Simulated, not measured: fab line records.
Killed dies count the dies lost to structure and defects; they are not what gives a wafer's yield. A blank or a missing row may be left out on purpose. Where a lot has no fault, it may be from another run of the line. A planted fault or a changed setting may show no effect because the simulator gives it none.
Matching of chambers | flow n5 finfet | 4 sister chambers for N5_FIN_SAQP_ETCH_65 on rie si-01
The step etches SiO2 in CF4, target depth 4 nm, time 4.4 s. 14 wafers are shown with their chamber, then 7 later ones without.

## EACH WAFER AND ITS CHAMBER
wafer  | chamber | throttle valve pct (%) | oes product au (a.u.)
L834.1 | 0       | 21.78                  | 1.017
L834.3 | 2       | 21.54                  | 1.029
L834.5 | 2       | 21.55                  | 1.022
L837.2 | 2       | 21.56                  | 1.011
L837.4 | 3       | 21.44                  | 1.011
L837.5 | 2       | 21.55                  | 1.017
L838.1 | 2       | 21.56                  | 1.025
L838.3 | 1       | 22.12                  | 0.991
L838.5 | 3       | 21.42                  | 1.011
L846.3 | 1       | 22.11                  | 0.991
L846.4 | 3       | 21.42                  | 1.014
L846.5 | 1       | 22.11                  | 0.993
L847.1 | 0       | 21.78                  | 1.017
L847.2 | 1       | 22.11                  | 0.975

SIGNATURES (averages over the wafers above)
reading            | chamber 0 | chamber 1 | chamber 2 | chamber 3 | scatter within a chamber
throttle valve pct | 21.7800   | 22.1125   | 21.5520   | 21.4267   | 0.00788
oes product au     | 1.01700   | 0.98750   | 1.02080   | 1.01200   | 0.00643
Rule: distance of a wafer from a chamber = root of the sum over the readings of ((wafer's reading minus chamber's mean) / reading's scatter) squared. If the next closest chamber is less than 2 further off than the closest, the wafer can't be placed; otherwise it belongs to the closest. The scatter: take each reading less its chamber's mean, square it, sum over the shown wafers, divide by the number of wafers less the number of chambers, and take the root.

## WAFERS WHOSE CHAMBER IS MISSING
wafer  | throttle valve pct (%) | oes product au (a.u.)
L847.3 | 21.43                  | 1.023
L852.2 | 22.12                  | 0.987
L852.4 | 21.54                  | 1.031
L852.6 | 22.12                  | 0.987
L857.1 | 21.43                  | 1.008
L857.3 | 21.56                  | 1.025
L857.6 | 22.11                  | 0.985

## THE CHAMBER EACH PASSED THROUGH
wafer  | from the rows above | in truth
L847.3 | 3                   | 3
L852.2 | 1                   | 1
L852.4 | 2                   | 2
L852.6 | 1                   | 1
L857.1 | 3                   | 3
L857.3 | 2                   | 2
L857.6 | 1                   | 1
7 of 7 placed correctly. Number that these rows cannot place: 0. Wrongly placed: 0.
